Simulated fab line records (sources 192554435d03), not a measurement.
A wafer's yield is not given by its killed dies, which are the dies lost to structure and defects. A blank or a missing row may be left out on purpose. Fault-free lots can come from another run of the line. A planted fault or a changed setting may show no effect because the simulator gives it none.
Matching of chambers -- flow n5Finfet -- N5_BEOL_M14_TRENCH_ETCH_34 on rieDiel-03 has 4 sister chambers
The step etches SiO2 in C4F8/O2/Ar, target depth 556.65 nm, time 126.9 s. 4 wafers are shown with their chamber, then 7 later ones without.

== WAFERS WITH THEIR CHAMBER ==
wafer,chamber,rfVppV (V)
L082.1,0,2155
L082.5,3,2191
L085.3,2,2253
L085.4,1,2110

== WAFERS MISSING THEIR CHAMBER ==
wafer,rfVppV (V)
L085.5,2251
L089.2,2111
L089.4,2250
L089.6,2251
L091.1,2250
L091.3,2110
L091.6,2111

== WHICH CHAMBER EACH WENT THROUGH ==
wafer,from the rows above,in truth
L085.5,2,2
L089.2,1,1
L089.4,2,2
L089.6,2,2
L091.1,2,2
L091.3,1,1
L091.6,1,1
Placed correctly: 7 of 7. From these rows, 0 cannot be placed. Wrongly placed: 0.
How it was worked out, from the rows above alone: a wafer's distance from a chamber is the root of the sum, over the readings, of the square of ((its reading less the chamber's mean) divided by the reading's scatter). If the next closest chamber is less than 2 further off than the closest, the wafer can't be placed; otherwise it belongs to the closest. The mean given for a chamber averages the wafers shown for that chamber. The scatter: with one shown wafer a chamber, the root of the mean of the squares of how far each hidden wafer lies from its nearest shown one.
